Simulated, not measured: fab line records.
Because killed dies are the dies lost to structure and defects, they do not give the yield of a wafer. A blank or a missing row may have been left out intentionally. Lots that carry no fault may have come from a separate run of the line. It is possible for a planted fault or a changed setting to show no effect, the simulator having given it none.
Chamber matching :: flow n5_finfet :: N5_BEOL_M11_CURE_72 on uv_cure-02 has 3 sister chambers
The step cures SiCOH lowk, time 120 s. 3 wafers are shown with their chamber, then 7 later ones without.

## EACH WAFER AND ITS CHAMBER
wafer: L630.3
chamber: 0
wafer_temp_C_max: 371.4

wafer: L640.5
chamber: 1
wafer_temp_C_max: 372.1

wafer: L641.3
chamber: 2
wafer_temp_C_max: 372.4

## WAFERS MISSING THEIR CHAMBER
wafer: L641.6
wafer_temp_C_max: 371.5

wafer: L648.3
wafer_temp_C_max: 371.7

wafer: L648.5
wafer_temp_C_max: 372.2

wafer: L648.6
wafer_temp_C_max: 371.9

wafer: L652.2
wafer_temp_C_max: 371.8

wafer: L652.4
wafer_temp_C_max: 371.7

wafer: L652.5
wafer_temp_C_max: 372.4

## CHAMBER TAKEN BY EACH
wafer: L641.6
from the rows above: 0
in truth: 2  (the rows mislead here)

wafer: L648.3
from the rows above: can't be placed: 0 or 1 or 2
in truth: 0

wafer: L648.5
from the rows above: can't be placed: 1 or 2
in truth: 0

wafer: L648.6
from the rows above: can't be placed: 1 or 0 or 2
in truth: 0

wafer: L652.2
from the rows above: can't be placed: 1 or 0 or 2
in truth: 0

wafer: L652.4
from the rows above: can't be placed: 0 or 1 or 2
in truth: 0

wafer: L652.5
from the rows above: can't be placed: 2 or 1
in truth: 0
Placed correctly: 0 of 7. These rows do not allow placing 6 (true chamber among the candidates in 4). 1 placed wrongly.
How it was worked out, from the rows above alone: a wafer's distance from a chamber is the root of the sum, over the readings, of the square of ((its reading less the chamber's mean) divided by the reading's scatter). If the next closest chamber is less than 2 further off than the closest, the wafer can't be placed; otherwise it belongs to the closest. For every chamber, the mean is computed from those of its wafers that are shown. The scatter: with one shown wafer a chamber, the root of the mean of the squares of how far each hidden wafer lies from its nearest shown one.
